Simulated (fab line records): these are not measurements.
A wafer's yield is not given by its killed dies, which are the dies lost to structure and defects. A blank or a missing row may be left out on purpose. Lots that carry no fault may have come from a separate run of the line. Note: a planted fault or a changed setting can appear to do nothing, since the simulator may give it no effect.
Chamber matching	flow nand harc	4 sister chambers for NHARC_A_STAIRCASE_TRIM_196 on rie diel-01
The step chemistry O2, time 211.2 s. 8 wafers are shown with their chamber, then 10 later ones without.

WAFERS PAIRED WITH THEIR CHAMBERS
wafer	chamber	showerhead plenum p Torr (Torr)	drypump motor current A (A)
L080.5	3	3.68	5.1
L083.4	1	3.78	5.2
L083.6	2	3.72	6.3
L085.1	3	3.67	5.1
L085.2	1	3.77	5.2
L085.4	0	3.26	5.9
L086.1	0	3.26	5.8
L086.3	2	3.72	6.4

WAFERS WITH NO CHAMBER GIVEN
wafer	showerhead plenum p Torr (Torr)	drypump motor current A (A)
L086.5	3.67	5.0
L090.3	3.81	5.9
L090.4	3.77	5.2
L090.5	3.81	5.9
L090.1	3.67	5.1
L090.2	3.71	6.4
L090.6	3.77	5.2
L096.2	3.71	6.4
L096.3	3.77	5.2
L096.4	3.80	5.8

CHAMBER TAKEN BY EACH
wafer	from the rows above	in truth
L086.5	3	3
L090.3	1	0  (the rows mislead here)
L090.4	1	1
L090.5	1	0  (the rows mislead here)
L090.1	3	3
L090.2	2	2
L090.6	1	1
L096.2	2	2
L096.3	1	1
L096.4	1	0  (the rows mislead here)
Placed correctly: 7 of 10. Left unplaced by these rows: 0. Number placed wrongly: 3.
How it was worked out, from the rows above alone: a wafer's distance from a chamber is the root of the sum, over the readings, of the square of ((its reading less the chamber's mean) divided by the reading's scatter). If the next closest chamber is less than 2 further off than the closest, the wafer can't be placed; otherwise it belongs to the closest. The mean given for a chamber averages the wafers shown for that chamber. The scatter: take each reading less its chamber's mean, square it, sum over the shown wafers, divide by the number of wafers less the number of chambers, and take the root.
